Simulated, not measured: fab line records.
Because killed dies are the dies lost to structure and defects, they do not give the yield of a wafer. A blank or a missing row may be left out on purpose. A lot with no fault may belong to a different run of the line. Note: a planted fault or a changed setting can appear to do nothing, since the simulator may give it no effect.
Which tool did it?	flow nand harc	11 lots, 33 wafers sampled, at 5 steps of a route of 1159

== WHAT EACH GAUGE READ, for each wafer ==
NHARC_P_M2_INSPECT_11. Usual: raw defect count reads 4.2 (standard deviation 2.6).
lot	measured	on	raw defect count	flag
L872	day 6 03:28	defect inspect-02	3 1 3	
L873	day 6 14:44	defect inspect-02	3 0 3	
L882	day 8 15:08	defect inspect-02	2 4 1	
L883	day 9 08:40	defect inspect-01	2 2 5	
L884	day 9 09:32	defect inspect-01	4 2 3	
L886	day 10 01:31	defect inspect-01	8 1 2	
L887	day 10 02:12	defect inspect-02	5 1 0	
L888	day 10 07:57	defect inspect-02	9 7 8	
L889	day 10 16:31	defect inspect-02	4 3 5	
L890	day 10 17:07	defect inspect-01	12 8 10	
L895	day 12 00:49	defect inspect-01	3 3 3	

NHARC_END_SORT_01. Usual: defect limited yield 95.4 %, standard deviation 1.3; killed at array 27, standard deviation 8; killed at other 0.8, standard deviation 1.2; killed at periphery 3.3, standard deviation 2.3; killed dies 31, standard deviation 8.8; killed open 3.2, standard deviation 2.1; killed short 2.1, standard deviation 1.4; sort_bin_2_pct 1.4 %, standard deviation 0.55; sort_bin_3_pct 0.25 %, standard deviation 0.2; sort_bin_4_pct 2.9 %, standard deviation 0.92; sort n pass 646, standard deviation 8.8; sort rim yield pct 95.5 %, standard deviation 2.7; sort yield pct 95.4 %, standard deviation 1.3.
lot	measured	on	defect limited yield (%)	killed at array	killed at other	killed at periphery	killed dies	killed open	killed short	sort_bin_2_pct (%)	sort_bin_3_pct (%)	sort_bin_4_pct (%)	sort n pass	sort rim yield pct (%)	sort yield pct (%)	flag
L884	day 22 04:27	prober-01	95.9 96.0 96.2	20 24 20	3 2 3	5 1 3	28 27 26	4 5 1	3 1 4	1.2 1.3 0.9	0.30 0.30 0	2.7 2.4 3.0	649 650 651	100.0 99.1 92.5	95.9 96.0 96.2	
L888	day 23 13:26	prober-01	94.5	30	3	4	37	3	2	1.2	0.44	3.8	640	96.2	94.5	
L889	day 24 05:50	prober-01	95.6 95.1 95.3	28 31 29	1 0 1	1 2 2	30 33 32	4 6 4	1 4 1	1.3 1.3 1.6	0.44 0.30 0.15	2.7 3.2 3.0	647 644 645	93.4 92.5 96.2	95.6 95.1 95.3	
L890	day 23 22:02	prober-02	95.0 94.2 94.2	27 32 32	0 0 0	7 7 7	34 39 39	1 8 2	3 3 1	1.3 1.6 0.7	0.30 0.44 0.89	3.4 3.7 4.1	643 638 638	92.5 95.3 91.5	95.0 94.2 94.2	
L895	day 25 05:31	prober-02	97.3 95.0 97.0	14 29 18	0 3 0	4 2 2	18 34 20	3 2 2	0 3 4	0.7 1.0 1.0	0.15 0.30 0.30	1.8 3.7 1.6	659 643 657	99.1 96.2 96.2	97.3 95.0 97.0	

== EACH LOT AND THE TOOL THAT RAN IT (in order: tool; ch and the chambers of the sampled wafers; start) ==
lot	NHARC_P_M1_DEP_33	NHARC_P_M2_DESCUM_14	NHARC_P_M2_ETCH_35
L872	pecvd-04 ch 0,1,2, day 6 02:18	rie diel-03 ch 0,1, day 6 03:31	rie diel-03 ch 1,2, day 6 03:36
L873	pecvd-02 ch 0,1, day 6 13:26	rie diel-03 ch 1,2,3, day 6 14:49	rie diel-03 ch 0,1,2, day 6 14:53
L882	pecvd-02 ch 0,1,2, day 8 13:45	rie diel-03 ch 0,1, day 8 15:11	rie diel-03 ch 0,1,3, day 8 15:17
L883	pecvd-03 ch 0,1,2, day 9 07:31	rie diel-03 ch 0,1,3, day 9 08:44	rie diel-03 ch 0,1,2, day 9 08:50
L884	pecvd-02 ch 0,1,2, day 9 08:11	rie diel-13 ch 1,2,3, day 9 09:37	rie diel-13 ch 0,1,2, day 9 09:41
L886	pecvd-03 ch 0,2, day 10 00:10	rie diel-13 ch 0,1,3, day 10 01:35	rie diel-13 ch 0,1,2, day 10 01:40
L887	pecvd-02 ch 0,1, day 10 00:50	rie diel-13 ch 0,1, day 10 02:16	rie diel-13 ch 1,3, day 10 02:21
L888	pecvd-03 ch 0,1,2, day 10 06:34	rie diel-13 ch 0,1,2, day 10 08:02	rie diel-13 ch 1,2,3, day 10 08:06
L889	pecvd-04 ch 0,1, day 10 15:10	rie diel-13 ch 1,2,3, day 10 16:37	rie diel-13 ch 1,2,3, day 10 16:41
L890	pecvd-04 ch 0,1,2, day 10 15:50	rie diel-13 ch 0,2,3, day 10 17:10	rie diel-13 ch 1,2,3, day 10 17:19
L895	pecvd-03 ch 0,1, day 11 23:37	rie diel-13 ch 0,2, day 12 00:53	rie diel-13 ch 1,2, day 12 00:58
- NHARC_P_M1_DEP_33: deposits SiCN, target thk 30 nm.
- NHARC_P_M2_DESCUM_14: chemistry O2, time 3 s.
- NHARC_P_M2_ETCH_35: etches the open film in N2/H2, target depth 40 nm, overetch 12 nm, time 43.94 s.

== AS READ BY THE TOOLS THEMSELVES (means over the sampled wafers that have a number; for cases with no such wafer, the mark the record gives instead) ==
NHARC_P_M1_DEP_33. Usual: heater power w 621 W, standard deviation 79; rf fwd power W 449.0 W, standard deviation 1.4.
lot	tool	heater power w (W)	rf fwd power W (W)	flag
L872	pecvd-04	537	449.9	
L873	pecvd-02	633	448.7	
L882	pecvd-02	683	448.9	
L883	pecvd-03	670	450.0	
L884	pecvd-02	670	448.3	
L886	pecvd-03	610	449.0	
L887	pecvd-02	600	449.3	
L888	pecvd-03	650	450.1	
L889	pecvd-04	556	448.5	
L890	pecvd-04	508	449.5	
L895	pecvd-03	651	449.1	

NHARC_P_M2_DESCUM_14. Usual: drypump motor current A 5.7 A, standard deviation 0.48; oes product au 1.000 a.u., standard deviation 0.012; rf vpp V 57.9 V, standard deviation 0.92; showerhead plenum p Torr 1.92 Torr, standard deviation 0.073; throttle valve pct 11.312 %, standard deviation 0.0084.
lot	tool	drypump motor current A (A)	oes product au (a.u.)	rf vpp V (V)	showerhead plenum p Torr (Torr)	throttle valve pct (%)	flag
L872	rie diel-03	5.1	0.983	58.5	1.89	11.311	
L873	rie diel-03	5.5	0.987	58.1	1.96	11.318	
L882	rie diel-03	5.2	1.000	58.7	1.90	11.312	
L883	rie diel-03	5.3	0.992	57.8	1.89	11.308	
L884	rie diel-13	6.2	1.019	57.8	1.87	11.310	
L886	rie diel-13	6.2	1.013	57.7	1.90	11.317	
L887	rie diel-13	6.0	1.008	57.5	1.91	11.310	
L888	rie diel-13	6.1	1.000	58.5	1.88	11.310	
L889	rie diel-13	6.2	1.011	57.0	1.86	11.312	
L890	rie diel-13	5.9	1.016	57.2	1.87	11.298	
L895	rie diel-13	5.8	1.014	57.9	1.85	11.310	

NHARC_P_M2_ETCH_35. Usual: for drypump motor current A, 5.7 A with a standard deviation of 0.49; for oes product au, 1.002 a.u. with a standard deviation of 0.012; for rf fwd power W, 394.7 W with a standard deviation of 1.8; for rf vpp V, 430.7 V with a standard deviation of 2.4; for run length s, 65.4 s with a standard deviation of 0.42; for showerhead plenum p Torr, 2.04 Torr with a standard deviation of 0.08; for throttle valve pct, 14.171 % with a standard deviation of 0.0092.
lot	tool	drypump motor current A (A)	oes product au (a.u.)	rf fwd power W (W)	rf vpp V (V)	run length s (s)	showerhead plenum p Torr (Torr)	throttle valve pct (%)	flag
L872	rie diel-03	5.3	0.993	394.7	432.8	65.8	2.10	14.171	
L873	rie diel-03	5.3	0.996	394.5	431.0	65.7	2.08	14.171	
L882	rie diel-03	5.3	0.996	394.2	430.1	61.0	2.02	14.183	OFF
L883	rie diel-03	5.2	1.000	394.2	431.8	61.2	2.08	14.173	OFF
L884	rie diel-13	6.1	1.014	394.3	429.2	65.2	2.00	14.178	
L886	rie diel-13	6.0	1.018	394.1	430.0	65.1	2.00	14.176	
L887	rie diel-13	6.5	1.010	393.2	429.7	65.3	2.02	14.171	
L888	rie diel-13	6.2	1.013	392.6	428.4	65.6	1.99	14.167	
L889	rie diel-13	6.2	1.013	394.6	429.2	65.5	1.99	14.170	
L890	rie diel-13	6.2	1.015	393.7	428.7	65.5	1.99	14.169	
L895	rie diel-13	6.4	1.014	393.2	429.7	65.3	1.99	14.173	

== THE ANSWER, worked out from the rows above alone ==
Rule: lot off if the mean of its wafers having a number is beyond 3 standard deviations from the usual mean. A lot without any number at a reading at which 4 lots or more have one is off too. Where the step has rows for the other lots, those lots are counted as sound. Order of review: gauges by route order, followed by the tools' own readings, for which a lot's mean as printed above is used. At the first step where some lot is off, the reading lying furthest off is the one used; lots without a number count as furthest.
Off at NHARC_P_M2_ETCH_35 (run length s): L882, L883.
If a tool, at that step or one of the process steps before it, ran each lot that is off and ran no sound lot following the first of them, it fits. One fits: NHARC_P_M2_DESCUM_14 and NHARC_P_M2_ETCH_35 on rie diel-03. At NHARC_P_M2_DESCUM_14 its last sound lot is L873 (day 6 14:49), its first lot that is off L882 (day 8 15:11): a fault that began between those two fits.

== WHAT THE SIMULATOR HAD PUT IN ==
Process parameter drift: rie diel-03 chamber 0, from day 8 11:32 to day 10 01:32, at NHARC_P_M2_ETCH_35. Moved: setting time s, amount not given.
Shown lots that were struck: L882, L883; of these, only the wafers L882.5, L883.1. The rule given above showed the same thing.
